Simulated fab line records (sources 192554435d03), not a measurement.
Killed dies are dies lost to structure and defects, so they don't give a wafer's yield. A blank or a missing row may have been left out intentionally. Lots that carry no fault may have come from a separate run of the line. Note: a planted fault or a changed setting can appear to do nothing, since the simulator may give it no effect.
Split-lot trial / flow n5_finfet / on a route of 1938 steps: 7 lots, 21 wafers read

== SPLIT DETAILS ==
At N5_WELL_APT_PEB_06 (peb time 90 s), the setting peb_time_s was moved away from the recipe's 90 s on 8 of the 21 wafers read, by -18.6% to +8.5%. All remaining wafers had this setting at the recipe value.

== FROM THE SPLIT TO THE READING: what the file shows between them, 2 steps ==
- N5_WELL_APT_DEVELOP_07: develop time 45 s
- N5_WELL_APT_HARDBAKE_12: time 120 s

== THE READING ==
cd_nm at N5_WELL_APT_CD_MEAS_08, given in nm (cd target 200 nm). Fault-free wafers of this fab line usually give 200.8 nm, standard deviation 1.4 nm.

wafer=L076.2; tool, chamber at the split=litho_track-05, 0; peb_time_s as run, s=79.37; against the recipe=-11.8%; cd_nm, nm=195.5; against lot-mates on the recipe=-3.5
wafer=L076.4; tool, chamber at the split=litho_track-05, 0; peb_time_s as run, s=90; against the recipe=recipe; cd_nm, nm=199.0; against lot-mates on the recipe=-
wafer=L076.6; tool, chamber at the split=litho_track-05, 0; peb_time_s as run, s=79.37; against the recipe=-11.8%; cd_nm, nm=193.9; against lot-mates on the recipe=-5.1
wafer=L078.1; tool, chamber at the split=litho_track-05, 0; peb_time_s as run, s=90; against the recipe=recipe; cd_nm, nm=200.1; against lot-mates on the recipe=-
wafer=L078.2; tool, chamber at the split=litho_track-05, 0; peb_time_s as run, s=90; against the recipe=recipe; cd_nm, nm=199.8; against lot-mates on the recipe=-
wafer=L078.6; tool, chamber at the split=litho_track-05, 0; peb_time_s as run, s=90; against the recipe=recipe; cd_nm, nm=198.7; against lot-mates on the recipe=-
wafer=L082.3; tool, chamber at the split=litho_track-02, 0; peb_time_s as run, s=90; against the recipe=recipe; cd_nm, nm=202.6; against lot-mates on the recipe=-
wafer=L082.4; tool, chamber at the split=litho_track-02, 0; peb_time_s as run, s=74.15; against the recipe=-17.6%; cd_nm, nm=191.9; against lot-mates on the recipe=-10.7
wafer=L082.5; tool, chamber at the split=litho_track-02, 0; peb_time_s as run, s=74.15; against the recipe=-17.6%; cd_nm, nm=194.9; against lot-mates on the recipe=-7.7
wafer=L083.1; tool, chamber at the split=litho_track-02, 0; peb_time_s as run, s=90; against the recipe=recipe; cd_nm, nm=198.0; against lot-mates on the recipe=-
wafer=L083.2; tool, chamber at the split=litho_track-02, 0; peb_time_s as run, s=73.24; against the recipe=-18.6%; cd_nm, nm=191.6; against lot-mates on the recipe=-6.4
wafer=L083.5; tool, chamber at the split=litho_track-02, 0; peb_time_s as run, s=73.24; against the recipe=-18.6%; cd_nm, nm=189.9; against lot-mates on the recipe=-8.1
wafer=L089.2; tool, chamber at the split=litho_track-02, 0; peb_time_s as run, s=90; against the recipe=recipe; cd_nm, nm=201.3; against lot-mates on the recipe=-
wafer=L089.3; tool, chamber at the split=litho_track-02, 0; peb_time_s as run, s=90; against the recipe=recipe; cd_nm, nm=202.2; against lot-mates on the recipe=-
wafer=L089.4; tool, chamber at the split=litho_track-02, 0; peb_time_s as run, s=90; against the recipe=recipe; cd_nm, nm=200.5; against lot-mates on the recipe=-
wafer=L092.1; tool, chamber at the split=litho_track-05, 0; peb_time_s as run, s=90; against the recipe=recipe; cd_nm, nm=199.5; against lot-mates on the recipe=-
wafer=L092.2; tool, chamber at the split=litho_track-05, 0; peb_time_s as run, s=90; against the recipe=recipe; cd_nm, nm=201.7; against lot-mates on the recipe=-
wafer=L092.4; tool, chamber at the split=litho_track-05, 0; peb_time_s as run, s=90; against the recipe=recipe; cd_nm, nm=200.2; against lot-mates on the recipe=-
wafer=L096.1; tool, chamber at the split=litho_track-02, 0; peb_time_s as run, s=97.61; against the recipe=+8.5%; cd_nm, nm=200.8; against lot-mates on the recipe=+0.8
wafer=L096.2; tool, chamber at the split=litho_track-02, 0; peb_time_s as run, s=97.61; against the recipe=+8.5%; cd_nm, nm=201.8; against lot-mates on the recipe=+1.8
wafer=L096.3; tool, chamber at the split=litho_track-02, 0; peb_time_s as run, s=90; against the recipe=recipe; cd_nm, nm=200.0; against lot-mates on the recipe=-

THE FIT
A straight line over all 21 wafers: cd_nm changes by +0.409 nm for each +1% of peb_time_s; r = +0.92; the points scatter about the line by 1.6 nm.
The same after taking each lot's own level away (the mean of its wafers on the recipe; 21 wafers): +0.397 nm for each +1%; r = +0.94; scatter 1.2 nm.
That fit puts the effect of the largest move of peb_time_s on the reading at 7.4 nm.
From 198.00 to 202.60 nm: that is the span of the lots' own levels, equal to 3.3 times the standard deviation above.
So the lot-to-lot level changes the slope little: the two slopes agree.
Check: with one of the wafers moved furthest among these (-18.6%) left out of the fit, the line predicts -8.09 nm for it against its lot-mates. It came out at -6.4 nm against them.

== OTHER SPLITS APPLIED TO THESE WAFERS ==
Note: prior to the reading, these wafers also went through further splits. Each is held against what the fit with the lots' levels taken away leaves over:
other split on the same wafers=N5_WELL_APT_COAT_02 spin_rpm; wafers away from the commonest value=5; r with cd_nm (lot level and that fit taken away)=+0.00

== THE WHOLE CHAIN: every reading that the file lists as answering this split, in the file's order ==
step=N5_WELL_APT_CD_MEAS_08; what it does=target cd 200 nm; reading=cd_nm; change (the file's fit)=+0.414 nm for each +1% of the setting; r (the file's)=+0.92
step=N5_WELL_APT_DESCUM_13; what it does=chemistry O2, time 7.9 s; reading=WELL_APT.cd_nm (the simulator's own value, which no gauge read); change (the file's fit)=+0.431 nm for each +1% of the setting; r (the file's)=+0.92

== THE FILE'S OWN FIT ==
cd_nm changes by +0.414 nm for each +1% of peb_time_s, r = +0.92.
